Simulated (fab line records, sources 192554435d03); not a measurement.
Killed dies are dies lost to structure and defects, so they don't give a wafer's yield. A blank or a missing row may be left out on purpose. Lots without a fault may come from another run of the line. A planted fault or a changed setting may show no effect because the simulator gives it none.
Which tool did it? | flow n5_finfet | 24 lots, 72 wafers sampled, at 6 steps of a route of 1938

WHAT THE GAUGES READ, wafer by wafer
N5_MOL_CONTACT_COAG_INSPECT_57: inspects for defects (brightfield).
lot  | measured     | on                | raw_defect_count
L074 | day 5 09:20  | defect_inspect-01 | 157 160 170
L075 | day 5 12:34  | defect_inspect-02 | 250 203 250
L076 | day 5 20:44  | defect_inspect-01 | 186 200 276
L077 | day 6 00:40  | defect_inspect-01 | 146 132 102
L078 | day 6 06:17  | defect_inspect-02 | 183 176 231
L079 | day 6 17:19  | defect_inspect-01 | 148 196 173
L081 | day 6 19:56  | defect_inspect-01 | 192 170 193
L080 | day 6 20:25  | defect_inspect-01 | 224 249 223
L082 | day 7 04:53  | defect_inspect-02 | 181 160 169
L083 | day 7 12:53  | defect_inspect-02 | 185 150 158
L084 | day 7 18:49  | defect_inspect-01 | 192 219 237
L085 | day 7 20:22  | defect_inspect-01 | 202 240 264
L086 | day 8 06:35  | defect_inspect-01 | 299 341 323
L087 | day 8 15:05  | defect_inspect-02 | 192 270 204
L088 | day 8 19:05  | defect_inspect-02 | 192 201 162
L089 | day 8 23:48  | defect_inspect-02 | 121 199 141
L090 | day 9 05:23  | defect_inspect-01 | 181 170 174
L091 | day 9 11:17  | defect_inspect-02 | 212 222 287
L092 | day 9 12:37  | defect_inspect-01 | 253 183 253
L093 | day 9 23:14  | defect_inspect-02 | 159 141 180
L094 | day 10 06:39 | defect_inspect-02 | 175 148 140
L095 | day 10 09:57 | defect_inspect-02 | 217 179 191
L096 | day 10 15:47 | defect_inspect-02 | 165 184 153
L097 | day 10 18:40 | defect_inspect-01 | 342 369 219

N5_MOL_CONTACT_COAG_CD_MEAS_137: target cd 16 nm.
lot  | measured     | on        | cd_nm (nm)
L074 | day 5 10:37  | cd_sem-02 | 16.16 15.91 15.78
L075 | day 5 13:57  | cd_sem-01 | 15.85 15.77 16.27
L076 | day 5 21:47  | cd_sem-03 | 16.27 16.23 16.75
L077 | day 6 01:29  | cd_sem-01 | 15.93 15.97 16.07
L078 | day 6 07:44  | cd_sem-02 | 15.58 15.64 15.79
L079 | day 6 18:34  | cd_sem-01 | 16.40 16.30 15.91
L081 | day 6 21:16  | cd_sem-02 | 15.78 15.73 15.51
L080 | day 6 21:39  | cd_sem-01 | 16.15 16.11 16.15
L082 | day 7 05:45  | cd_sem-03 | 16.09 16.40 16.52
L083 | day 7 13:56  | cd_sem-02 | 15.97 16.55 16.18
L084 | day 7 20:08  | cd_sem-03 | 15.79 15.93 16.60
L085 | day 7 21:32  | cd_sem-03 | 15.66 15.82 15.31
L086 | day 8 07:26  | cd_sem-02 | 16.36 16.09 16.13
L087 | day 8 15:55  | cd_sem-02 | 15.70 16.20 15.38
L088 | day 8 20:16  | cd_sem-01 | 15.58 16.18 15.60
L089 | day 9 00:45  | cd_sem-03 | 15.65 15.93 16.26
L090 | day 9 06:14  | cd_sem-03 | 15.75 15.85 15.43
L091 | day 9 12:24  | cd_sem-01 | 16.24 15.94 15.60
L092 | day 9 13:52  | cd_sem-01 | 15.95 16.29 16.13
L093 | day 10 00:11 | cd_sem-01 | 15.95 15.99 15.77
L094 | day 10 07:31 | cd_sem-02 | 16.37 15.75 16.41
L095 | day 10 10:56 | cd_sem-03 | 16.09 15.96 16.04
L096 | day 10 16:38 | cd_sem-01 | 16.04 16.01 15.79
L097 | day 10 19:45 | cd_sem-02 | 15.67 16.11 15.74

WHICH TOOL RAN EACH LOT (tool, then ch and the chambers of the sampled wafers, then the start)
lot  | N5_MOL_CONTACT_COAG_TI_SIL_19 | N5_MOL_CONTACT_COAG_PRE_CLEAN_141 | N5_MOL_CONTACT_COAG_SPUTTER_143 | N5_MOL_CONTACT_COAG_DESCUM_88
L074 | pvd_sputter-01, day 4 19:10   | pvd_sputter-03, day 4 20:50       | pvd_sputter-03, day 4 20:54     | rie_diel-04 ch 0,1,3, day 5 09:46
L075 | pvd_sputter-03, day 5 04:49   | pvd_sputter-03, day 5 05:46       | pvd_sputter-03, day 5 05:49     | rie_diel-06 ch 2,3, day 5 12:36
L076 | pvd_sputter-03, day 5 11:20   | pvd_sputter-02, day 5 13:05       | pvd_sputter-02, day 5 13:08     | rie_diel-05 ch 2,3, day 5 20:46
L077 | pvd_sputter-02, day 5 16:46   | pvd_sputter-01, day 5 17:38       | pvd_sputter-01, day 5 17:42     | rie_diel-04 ch 0,1,3, day 6 00:41
L078 | pvd_sputter-01, day 5 20:24   | pvd_sputter-01, day 5 21:12       | pvd_sputter-01, day 5 21:16     | rie_diel-06 ch 0,1, day 6 06:54
L079 | pvd_sputter-03, day 6 08:03   | pvd_sputter-01, day 6 11:34       | pvd_sputter-01, day 6 11:38     | rie_diel-05 ch 0,3, day 6 17:22
L081 | pvd_sputter-01, day 6 11:22   | pvd_sputter-02, day 6 12:23       | pvd_sputter-02, day 6 12:26     | rie_diel-06 ch 1,3, day 6 20:28
L080 | pvd_sputter-01, day 6 12:03   | pvd_sputter-02, day 6 13:09       | pvd_sputter-02, day 6 13:13     | rie_diel-05 ch 0,1, day 6 20:43
L082 | pvd_sputter-02, day 6 21:17   | pvd_sputter-01, day 6 22:29       | pvd_sputter-01, day 6 22:32     | rie_diel-06 ch 0,1,3, day 7 04:56
L083 | pvd_sputter-01, day 7 05:20   | pvd_sputter-01, day 7 06:40       | pvd_sputter-01, day 7 06:43     | rie_diel-06 ch 2,3, day 7 12:56
L084 | pvd_sputter-02, day 7 11:59   | pvd_sputter-02, day 7 12:47       | pvd_sputter-02, day 7 12:50     | rie_diel-05 ch 2,3, day 7 19:14
L085 | pvd_sputter-02, day 7 12:05   | pvd_sputter-02, day 7 13:37       | pvd_sputter-02, day 7 13:41     | rie_diel-04 ch 0,1,3, day 7 20:44
L086 | pvd_sputter-02, day 7 22:22   | pvd_sputter-03, day 7 23:42       | pvd_sputter-03, day 7 23:46     | rie_diel-04 ch 0,3, day 8 06:37
L087 | pvd_sputter-01, day 8 04:47   | pvd_sputter-01, day 8 08:15       | pvd_sputter-01, day 8 08:19     | rie_diel-05 ch 0,1,2, day 8 15:07
L088 | pvd_sputter-01, day 8 08:43   | pvd_sputter-03, day 8 11:22       | pvd_sputter-03, day 8 11:25     | rie_diel-06 ch 0,1,3, day 8 19:07
L089 | pvd_sputter-01, day 8 11:28   | pvd_sputter-03, day 8 14:54       | pvd_sputter-03, day 8 14:58     | rie_diel-06 ch 1,3, day 8 23:50
L090 | pvd_sputter-02, day 8 19:43   | pvd_sputter-02, day 8 21:00       | pvd_sputter-02, day 8 21:04     | rie_diel-06 ch 1,2,3, day 9 05:25
L091 | pvd_sputter-03, day 9 02:28   | pvd_sputter-02, day 9 03:55       | pvd_sputter-02, day 9 03:59     | rie_diel-06 ch 0,1,3, day 9 11:24
L092 | pvd_sputter-01, day 9 03:48   | pvd_sputter-02, day 9 04:52       | pvd_sputter-02, day 9 04:55     | rie_diel-05 ch 0,1, day 9 12:44
L093 | pvd_sputter-03, day 9 11:49   | pvd_sputter-02, day 9 13:07       | pvd_sputter-02, day 9 13:11     | rie_diel-05 ch 0,1,2, day 9 23:16
L094 | pvd_sputter-03, day 9 20:46   | pvd_sputter-01, day 9 22:52       | pvd_sputter-01, day 9 22:56     | rie_diel-05 ch 0,1,3, day 10 06:42
L095 | pvd_sputter-03, day 9 23:35   | pvd_sputter-02, day 10 01:55      | pvd_sputter-02, day 10 01:59    | rie_diel-05 ch 0,2,3, day 10 10:04
L096 | pvd_sputter-01, day 10 07:40  | pvd_sputter-02, day 10 10:08      | pvd_sputter-02, day 10 10:11    | rie_diel-05 ch 0,1,3, day 10 15:50
L097 | pvd_sputter-02, day 10 09:44  | pvd_sputter-02, day 10 11:31      | pvd_sputter-02, day 10 11:34    | rie_diel-06 ch 0,1, day 10 18:56
- N5_MOL_CONTACT_COAG_TI_SIL_19: material Ti, target thk 4.2 nm, time 15 s.
- N5_MOL_CONTACT_COAG_PRE_CLEAN_141: time 60 s.
- N5_MOL_CONTACT_COAG_SPUTTER_143: material Co, target thk 2.5 nm.
- N5_MOL_CONTACT_COAG_DESCUM_88: chemistry O2, time 7 s.

WHAT THE TOOLS THEMSELVES READ (means of the sampled wafers that have a number; where no wafer has one, the mark that the record gives instead)
N5_MOL_CONTACT_COAG_TI_SIL_19.
lot  | tool           | susceptor_temp_C (C) | throttle_valve_pct (%)
L074 | pvd_sputter-01 | 200.07               | 29.3
L075 | pvd_sputter-03 | 199.99               | 29.9
L076 | pvd_sputter-03 | 200.01               | 30.2
L077 | pvd_sputter-02 | 200.02               | 30.8
L078 | pvd_sputter-01 | 200.06               | 29.6
L079 | pvd_sputter-03 | 199.87               | 30.4
L081 | pvd_sputter-01 | 199.82               | 29.6
L080 | pvd_sputter-01 | 199.97               | 30.0
L082 | pvd_sputter-02 | 200.10               | 30.9
L083 | pvd_sputter-01 | 200.03               | 29.6
L084 | pvd_sputter-02 | 200.00               | 29.8
L085 | pvd_sputter-02 | 199.94               | 29.7
L086 | pvd_sputter-02 | 200.01               | 31.3
L087 | pvd_sputter-01 | 200.14               | 29.7
L088 | pvd_sputter-01 | 199.83               | 30.0
L089 | pvd_sputter-01 | 199.86               | 29.7
L090 | pvd_sputter-02 | 200.09               | 29.3
L091 | pvd_sputter-03 | 199.97               | 30.6
L092 | pvd_sputter-01 | 199.96               | 29.4
L093 | pvd_sputter-03 | 199.98               | 30.3
L094 | pvd_sputter-03 | 199.83               | 30.7
L095 | pvd_sputter-03 | 199.95               | 30.4
L096 | pvd_sputter-01 | 199.96               | 29.7
L097 | pvd_sputter-02 | 199.89               | 29.8

N5_MOL_CONTACT_COAG_PRE_CLEAN_141.
lot  | tool           | heater_power_w (W) | susceptor_temp_C (C)
L074 | pvd_sputter-03 | 511                | 300.07
L075 | pvd_sputter-03 | 494                | 300.05
L076 | pvd_sputter-02 | 453                | 300.07
L077 | pvd_sputter-01 | 453                | 300.10
L078 | pvd_sputter-01 | 472                | 300.14
L079 | pvd_sputter-01 | 445                | 299.77
L081 | pvd_sputter-02 | 464                | 299.83
L080 | pvd_sputter-02 | 524                | 300.07
L082 | pvd_sputter-01 | 481                | 299.80
L083 | pvd_sputter-01 | 465                | 299.93
L084 | pvd_sputter-02 | 497                | 299.91
L085 | pvd_sputter-02 | 500                | 299.69
L086 | pvd_sputter-03 | 518                | 300.16
L087 | pvd_sputter-01 | 454                | 300.04
L088 | pvd_sputter-03 | 484                | 300.11
L089 | pvd_sputter-03 | 496                | 299.97
L090 | pvd_sputter-02 | 489                | 300.09
L091 | pvd_sputter-02 | 484                | 299.99
L092 | pvd_sputter-02 | 499                | 300.04
L093 | pvd_sputter-02 | 512                | 299.98
L094 | pvd_sputter-01 | 470                | 300.03
L095 | pvd_sputter-02 | 506                | 299.89
L096 | pvd_sputter-02 | 497                | 300.20
L097 | pvd_sputter-02 | 477                | 299.96

N5_MOL_CONTACT_COAG_SPUTTER_143.
lot  | tool           | susceptor_temp_C (C) | throttle_valve_pct (%)
L074 | pvd_sputter-03 | 25.03                | 30.4
L075 | pvd_sputter-03 | 24.97                | 30.1
L076 | pvd_sputter-02 | 25.01                | 30.2
L077 | pvd_sputter-01 | 25.01                | 29.8
L078 | pvd_sputter-01 | 24.94                | 29.8
L079 | pvd_sputter-01 | 25.12                | 29.9
L081 | pvd_sputter-02 | 25.04                | 30.0
L080 | pvd_sputter-02 | 25.00                | 31.3
L082 | pvd_sputter-01 | 24.93                | 29.9
L083 | pvd_sputter-01 | 24.95                | 30.0
L084 | pvd_sputter-02 | 24.92                | 30.1
L085 | pvd_sputter-02 | 25.02                | 29.7
L086 | pvd_sputter-03 | 24.95                | 29.8
L087 | pvd_sputter-01 | 24.97                | 29.7
L088 | pvd_sputter-03 | 24.97                | 31.0
L089 | pvd_sputter-03 | 24.87                | 29.8
L090 | pvd_sputter-02 | 24.97                | 30.9
L091 | pvd_sputter-02 | 25.12                | 30.9
L092 | pvd_sputter-02 | 25.00                | 31.9
L093 | pvd_sputter-02 | 25.02                | 29.8
L094 | pvd_sputter-01 | 25.06                | 29.6
L095 | pvd_sputter-02 | 24.93                | 29.8
L096 | pvd_sputter-02 | 24.96                | 30.7
L097 | pvd_sputter-02 | 24.90                | 30.9

N5_MOL_CONTACT_COAG_DESCUM_88.
lot  | tool        | drypump_motor_current_A (A) | oes_product_au (a.u.) | rf_vpp_V (V) | showerhead_plenum_p_Torr (Torr) | throttle_valve_pct (%)
L074 | rie_diel-04 | 5.9                         | 0.85                  | 242.8        | 2.12                            | 20.35
L075 | rie_diel-06 | 5.7                         | 0.76                  | 242.7        | 2.06                            | 20.29
L076 | rie_diel-05 | 5.6                         | 0.71                  | 242.6        | 2.08                            | 20.45
L077 | rie_diel-04 | 6.0                         | 0.84                  | 243.7        | 2.12                            | 20.34
L078 | rie_diel-06 | 5.5                         | 0.81                  | 244.3        | 2.14                            | 20.41
L079 | rie_diel-05 | 6.2                         | 0.90                  | 243.0        | 2.06                            | 20.40
L081 | rie_diel-06 | 5.6                         | 0.82                  | 241.5        | 2.02                            | 20.03
L080 | rie_diel-05 | 6.0                         | 0.94                  | 241.8        | 2.05                            | 20.40
L082 | rie_diel-06 | 5.6                         | 0.81                  | 243.2        | 2.08                            | 20.24
L083 | rie_diel-06 | 5.5                         | 0.89                  | 242.2        | 2.05                            | 19.99
L084 | rie_diel-05 | 6.2                         | 0.81                  | 243.4        | 2.08                            | 20.31
L085 | rie_diel-04 | 5.9                         | 0.81                  | 244.2        | 2.12                            | 20.36
L086 | rie_diel-04 | 6.1                         | 0.83                  | 244.0        | 2.08                            | 20.30
L087 | rie_diel-05 | 5.7                         | 0.90                  | 242.2        | 2.05                            | 20.34
L088 | rie_diel-06 | 5.6                         | 0.80                  | 242.6        | 2.08                            | 20.24
L089 | rie_diel-06 | 5.6                         | 0.81                  | 242.2        | 2.02                            | 20.06
L090 | rie_diel-06 | 5.7                         | 0.83                  | 241.5        | 2.02                            | 20.15
L091 | rie_diel-06 | 5.6                         | 0.79                  | 243.6        | 2.07                            | 20.25
L092 | rie_diel-05 | 6.0                         | 0.88                  | 242.8        | 2.04                            | 20.43
L093 | rie_diel-05 | 5.7                         | 0.88                  | 242.1        | 2.05                            | 20.34
L094 | rie_diel-05 | 6.2                         | 0.82                  | 242.2        | 2.05                            | 20.44
L095 | rie_diel-05 | 5.9                         | 0.83                  | 242.5        | 2.06                            | 20.35
L096 | rie_diel-05 | 6.2                         | 0.82                  | 242.3        | 2.05                            | 20.45
L097 | rie_diel-06 | 5.8                         | 0.74                  | 242.6        | 2.05                            | 20.42

THE ANSWER, worked out from the rows above alone
Rule: what is usual is taken from the lots themselves. Put in order of their means at a reading, lots are off if they are a third of the lots or fewer, leave a main group of 4 or more, and stand apart from it by a gap of 3 or more times the standard deviation of the main group's means; of several such gaps the widest counts. A main group whose means are all the same, to the digits that the tables above print for the reading, isn't used. A lot without any number at a reading at which 4 lots or more have one is off too. The other lots that the step has rows for count as sound. The gauges are gone through in route order, then the tools' own readings, and for those a lot's mean is taken as printed above. The first step at which some lot is off is used, and at that step the reading that is off furthest; a lot without a number counts as furthest.
No lot is off at any reading shown: from this, nothing can be told.

WHAT THE SIMULATOR HAD PUT IN
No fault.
